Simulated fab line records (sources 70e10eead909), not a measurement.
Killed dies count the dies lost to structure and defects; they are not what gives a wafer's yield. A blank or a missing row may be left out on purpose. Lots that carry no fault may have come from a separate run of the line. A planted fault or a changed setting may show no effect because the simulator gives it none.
fab line records	flow nand-harc
record: lots: 14	wafers: 42	last-day: 25
route steps=1159 shown P_STI@98 THIN_TSV@1121 END@1159
lots that met no fault: from a run of the same line without faults
start-h: hours from the record's opening day to when the first of the lot's shown wafers began	wait-h: hours since the lot's step before	" unchanged from the row above	L1.1+2: a single row standing in for several wafers	- no value present, or no start provided	* or withheld: withheld	< > ~ a bound
route shown NAME@n: NAME is a module with steps in the file, n the number in the route of the first one	usual: mean/standard deviation taken from wafers without a fault	same: alike in all rows	chamber/n: place in a boat	sites: per-site readings	_std_site: the standard deviation of these	_edge_site: the outer-site mean with the inner-site mean subtracted	radius-mm: for every site, how far away it sits from the centre of the wafer	mask NAME#n: copy n	behind: the tool/chamber that last shaped the wafer	hold: cause of the lot's hold/its duration in hours/its outcome	device: the transistor (n, p or np) that didn't switch	end of line: tests of these same wafers at the route's end	a step with no rows: only its recipe	killed: the dies lost at the first sort to structure and to defects; this is not the yield of the wafer	map: per-die view of a wafer (x killed, . not killed, _ where there is no die)
set.NAME: the setting as run; set.NAME@STEP: as run at that earlier step	model.NAME: the simulator's own value behind a step, which no gauge read
one table for each step of the route and one row for each wafer, over a sample of lots
services: a tool's chamber out of use, with start hour (start-h, from the record's first day; less than 0 if before it), hours out, and reason
== steps ==
step: NHARC_P_STI_HDPCVD_20
recipe: target-thk-a: withheld	sigma-open-frac: withheld	material: SiO2
lot.wafer	tool	chamber	start-h	wait-h
L666.4+3+5	hdpcvd-01	1,0,0	45.96	0.5
L668.2+3+6	hdpcvd-01	1	55.92	1.0
L669.1+4+5	hdpcvd-01	1,1,0	63.67	0.4
L671.1+4+5	hdpcvd-01	1	73.03	0.5
L670.1+4+3	hdpcvd-01	0,1,0	73.52	1.0
L672.2+5+6	hdpcvd-01	1,1,0	81.03	0.4
L681.3+6+5	hdpcvd-01	0,0,1	138.50	0.5
L683.3+4+5	hdpcvd-01	1,0,0	143.55	0.5
L682.1+4+5	hdpcvd-01	0	143.87	0.9
L684.3+6+5	hdpcvd-01	1,0,1	156.39	0.6
L685.1+3+5	hdpcvd-01	1,1,0	156.72	0.9
L686.1+3+6	hdpcvd-01	0,1,1	165.73	0.5
L688.2+4+5	hdpcvd-01	0,0,1	177.13	0.9
L689.1+2+6	hdpcvd-01	0,1,1	185.00	0.4
step: NHARC_THIN_TSV_CD_MEAS_16
usual: cd-nm: 999.6/2
lot.wafer	tool	chamber	start-h	wait-h	cd-nm
L668.2	cd-sem-03	-	429.54	0.1	998.3
L668.3	"	-	"	"	997.5
L668.6	"	-	"	"	1000.7
L666.3	cd-sem-03	-	430.74	0.1	997.1
L666.4	"	-	"	"	998.7
L666.5	"	-	"	"	999.5
L669.1	cd-sem-03	-	432.02	0.1	999.1
L669.4	"	-	"	"	1000.6
L669.5	"	-	"	"	1000.0
L672.2	cd-sem-01	-	450.74	0.1	1000.9
L672.5	"	-	"	"	997.9
L672.6	"	-	"	"	1000.1
L681.3	cd-sem-02	-	503.19	0.1	1001.6
L681.5	"	-	"	"	997.5
L681.6	"	-	"	"	999.5
L683.3	cd-sem-02	-	519.71	0.1	999.3
L683.4	"	-	"	"	1001.9
L683.5	"	-	"	"	1002.9
L682.1	cd-sem-03	-	520.91	0.1	999.0
L682.4	"	-	"	"	1001.8
L682.5	"	-	"	"	1002.1
L685.1	cd-sem-01	-	533.57	0.1	1000.5
L685.3	"	-	"	"	998.0
L685.5	"	-	"	"	999.3
L684.3	cd-sem-03	-	534.79	0.1	1001.3
L684.5	"	-	"	"	997.3
L684.6	"	-	"	"	1002.4
L686.1	cd-sem-01	-	541.68	0.1	997.5
L686.3	"	-	"	"	998.7
L686.6	"	-	"	"	999.4
L689.1	cd-sem-02	-	555.98	0.1	1001.3
L689.2	"	-	"	"	1002.5
L689.6	"	-	"	"	1000.1
L688.2	cd-sem-02	-	580.59	0.1	999.4
L688.4	"	-	"	"	999.7
L688.5	"	-	"	"	1001.5
step: NHARC_THIN_TSV_ANNEAL_52
recipe: temp-c: 225	time-s: 90
usual: wafer_temp_C_max: 225.7/0.31
lot.wafer	tool	chamber	start-h	wait-h	wafer_temp_C_max
L668.2	rtp-anneal-02	0	432.57	0.6	225.1
L668.3	"	0	"	"	225.4
L668.6	"	0	"	"	225.5
L666.3	rtp-anneal-02	0	433.85	0.5	225.2
L666.4	"	0	"	"	225.6
L666.5	"	0	"	"	225.5
L669.1	rtp-anneal-02	0	435.03	0.6	225.3
L669.4	"	0	"	"	225.5
L669.5	"	0	"	"	225.0
L672.2	rtp-anneal-02	0	456.06	0.7	225.7
L672.5	"	0	"	"	225.3
L672.6	"	0	"	"	225.2
L681.3	rtp-anneal-01	0	506.52	0.5	226.2
L681.5	"	0	"	"	226.3
L681.6	"	0	"	"	225.9
L683.3	rtp-anneal-02	0	523.38	0.6	225.5
L683.4	"	0	"	"	225.2
L683.5	"	0	"	"	225.6
L682.1	rtp-anneal-01	0	523.96	0.6	226.0
L682.4	"	0	"	"	225.9
L682.5	"	0	"	"	225.7
L685.1	rtp-anneal-01	0	536.83	0.6	225.6
L685.3	"	0	"	"	225.9
L685.5	"	0	"	"	226.2
L684.3	rtp-anneal-02	0	538.16	0.6	225.4
L684.5	"	0	"	"	225.6
L684.6	"	0	"	"	225.5
L686.1	rtp-anneal-01	0	545.40	0.6	226.2
L686.3	"	0	"	"	225.9
L686.6	"	0	"	"	226.1
L689.1	rtp-anneal-02	0	559.00	0.5	225.5
L689.2	"	0	"	"	225.2
L689.6	"	0	"	"	225.5
L688.2	rtp-anneal-02	0	583.68	0.6	225.7
L688.4	"	0	"	"	226.0
L688.5	"	0	"	"	225.8
step: NHARC_THIN_TSV_CMP_21
recipe: t-overpolish-s: 30	target-thk-nm: 2000
usual: motor-current-A: 12.2/1.1	overpolish-run-s: 30.001/0.0095	retaining-ring-pressure-frac: 1.000/0.006
lot.wafer	tool	chamber	start-h	wait-h	motor-current-A	overpolish-run-s	retaining-ring-pressure-frac
L668.2	cmp-03	1	432.87	-	12.4	30.005	0.996
L668.3	"	0	"	"	12.9	30.000	1.009
L668.6	"	2	"	"	11.6	30.000	1.000
L666.4	cmp-04	3	434.09	-	11.3	30.018	0.989
L666.3	"	2	"	"	12.1	30.008	0.999
L666.5	"	0	"	"	14.2	30.007	1.000
L669.1	cmp-04	0	435.41	-	13.9	30.001	1.006
L669.4	"	2	"	"	12.1	30.008	1.001
L669.5	"	3	"	"	10.7	29.989	1.003
L672.2	cmp-04	0	456.39	-	14.0	30.001	1.005
L672.5	"	3	"	"	10.6	29.992	0.989
L672.6	"	0	"	"	14.2	30.015	1.002
L681.3	cmp-02	1	506.79	-	12.2	30.006	0.995
L681.5	"	0	"	"	13.3	29.988	1.009
L681.6	"	1	"	"	12.2	30.012	0.993
L683.3	cmp-04	1	523.62	-	10.3	30.012	0.989
L683.4	"	2	"	"	12.0	30.012	0.997
L683.5	"	1	"	"	11.0	29.997	0.993
L682.1	cmp-04	2	524.31	-	12.5	29.994	1.006
L682.4	"	3	"	"	11.1	30.001	1.002
L682.5	"	3	"	"	10.9	30.002	1.002
L685.1	cmp-04	0	537.18	-	14.4	29.998	0.996
L685.3	"	1	"	"	10.6	29.990	0.986
L685.5	"	1	"	"	10.9	30.002	0.993
L684.3	cmp-02	2	538.50	-	12.7	30.010	1.004
L684.5	"	3	"	"	11.4	30.006	0.996
L684.6	"	0	"	"	13.5	30.014	0.994
L686.3	cmp-02	2	545.78	-	11.7	29.993	0.990
L686.1	"	0	"	"	14.0	29.997	0.996
L686.6	"	2	"	"	11.8	29.998	0.994
L689.1	cmp-03	2	559.37	-	12.3	29.977	1.009
L689.2	"	0	"	"	12.8	30.012	1.000
L689.6	"	1	"	"	11.9	29.998	1.007
L688.4	cmp-03	1	584.00	-	11.8	29.993	1.003
L688.2	"	3	"	"	13.0	29.994	0.999
L688.5	"	1	"	"	11.8	29.997	0.992
step: NHARC_END_SORT_01
recipe: temp-c: 25
usual: killed-at-array: 28/11	killed-at-other: 0.7/1.1	killed-at-periphery: 2.9/2	killed-dies: 32/11	killed-open: 3.2/1.8	killed-short: 2.0/1.4
same: gross-dies: 677
lot.wafer	tool	chamber	start-h	wait-h	killed-at-array	killed-at-other	killed-at-periphery	killed-dies	killed-open	killed-short
L671.1	prober-02	0	458.88	2.5	15	0	662	677	1	2
L671.4	prober-02	0	461.29	3.4	33	0	644	677	5	1
L671.5	prober-02	0	462.10	3.7	23	0	654	677	3	2
L670.1	prober-01	0	465.86	2.5	20	0	657	677	7	0
L670.3	prober-01	0	467.45	3.1	22	0	655	677	4	6
L670.4	prober-01	0	468.24	3.4	20	0	657	677	2	1
killed by level:class
L671.1 P_STI:area-hdpcvd=658 A_SLIT:chamber-film-flake=6 A_CHANNEL_HOLE_D1:chamber-film-flake=4 P_ZERO_WELL:chamber-film-flake=2 A_STAIRCASE:chamber-film-flake=2 P_CONTACT:geometric-particle:open=1 A_SOURCE_PLATE:geometric-particle:short=1 A_SGD_CUT:geometric-particle:short=1
L671.4 P_STI:area-hdpcvd=639 A_CHANNEL_HOLE_D1:chamber-film-flake=12 A_SLIT:chamber-film-flake=9 A_STAIRCASE:chamber-film-flake=4 P_ZERO_WELL:chamber-film-flake=3 A_M0:geometric-particle:open=2 A_CONTACT:chamber-film-flake=2 P_M0:geometric-particle:open=1
L671.5 P_STI:area-hdpcvd=653 A_SLIT:chamber-film-flake=8 A_CHANNEL_HOLE_D1:chamber-film-flake=6 A_STAIRCASE:chamber-film-flake=3 A_ONON_D1:geometric-particle:short=1 A_ONON_D1:geometric-particle:open=1 A_CHANNEL_FILL_D1:geometric-particle:open=1 A_CONTACT:geometric-particle:short=1
L670.1 P_STI:area-hdpcvd=656 A_SLIT:chamber-film-flake=8 A_CONTACT:chamber-film-flake=4 A_WL_FILL:geometric-particle:open=2 P_CONTACT:geometric-particle:open=1 A_SOURCE_PLATE:geometric-particle:open=1 A_ONON_D1:geometric-particle:open=1 A_CONTACT:geometric-particle:open=1
L670.3 P_STI:area-hdpcvd=652 A_SLIT:chamber-film-flake=6 A_CONTACT:chamber-film-flake=4 P_GATE:chamber-film-flake=3 A_CHANNEL_FILL_D1:geometric-particle:short=2 A_SGD_CUT:geometric-particle:short=2 A_CONTACT:geometric-particle:open=2 A_CHANNEL_HOLE_D1:chamber-film-flake=2
L670.4 P_STI:area-hdpcvd=657 A_SLIT:chamber-film-flake=7 A_CHANNEL_HOLE_D1:chamber-film-flake=3 A_CONTACT:chamber-film-flake=3 A_STAIRCASE:chamber-film-flake=2 A_WL_FILL:geometric-particle:open=1 A_WL_FILL:geometric-particle:short=1 A_CONTACT:geometric-particle:open=1
== services ==
tool	chamber	start-h	hours	kind
cmp-02	-	30.50	4.0	pm
cmp-02	-	47.24	3.8	repair
cmp-03	-	58.00	4.0	pm
cmp-04	-	64.15	1.0	repair
cmp-02	-	89.31	2.4	repair
cmp-04	-	98.62	3.1	repair
cmp-04	-	106.74	4.0	pm
hdpcvd-01	-	111.00	13.0	pm
cmp-04	-	133.41	0.9	repair
cmp-04	-	204.64	1.0	repair
hdpcvd-01	-	252.40	0.6	repair
cmp-04	-	290.48	0.5	repair
hdpcvd-01	-	292.00	13.0	pm
cmp-04	-	293.00	16.5	repair
rtp-anneal-02	-	300.00	12.0	pm
hdpcvd-01	-	336.54	2.3	repair
cmp-04	-	364.01	3.6	repair
hdpcvd-01	-	365.52	0.7	repair
cmp-04	-	407.49	4.0	pm
hdpcvd-01	-	420.76	1.4	repair
hdpcvd-01	-	471.30	0.9	repair
hdpcvd-01	-	473.00	13.0	pm
cmp-04	-	505.50	4.0	pm
hdpcvd-01	-	511.12	1.7	repair
== key ==
first-sign: step: NHARC_END_SORT_01	reading: killed-at-periphery	direction: up	sigmas: 99+	usual: 2.9	struck: 654.8
effect: step: NHARC_END_SORT_01	reading: killed-dies	direction: up	sigmas: 56	usual: 32	struck: 677
more-kills-born-at: NHARC_P_STI_HDPCVD_20@hdpcvd-01: 3915
met-at NHARC_P_STI_HDPCVD_20
struck-lots L670,L671
later-rows-left-out L670.1,L670.3,L670.4,L671.1,L671.4,L671.5
tester-left-out L670,L671
not-acting-at NHARC_THIN_TSV_CD_MEAS_16,NHARC_THIN_TSV_ANNEAL_52,NHARC_THIN_TSV_CMP_21
onset-between 63.67 73.03
fault: kind: skipped-step-whole	tool: hdpcvd-01	chamber: -	onset-h: 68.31	steps: NHARC_P_STI_HDPCVD_20	scope: struck-lots-only
tester-left-out: of these lots the tester's yield and bins aren't shown, on N5 and GAA mostly nor the transistor test; their killed dies are dies lost to structure and defects alone, not to doping, threshold or leakage, so they don't give the yield
later-rows-left-out: the simulator's readings of these wafers behind a module that went badly wrong aren't trusted and aren't shown, but for the sort
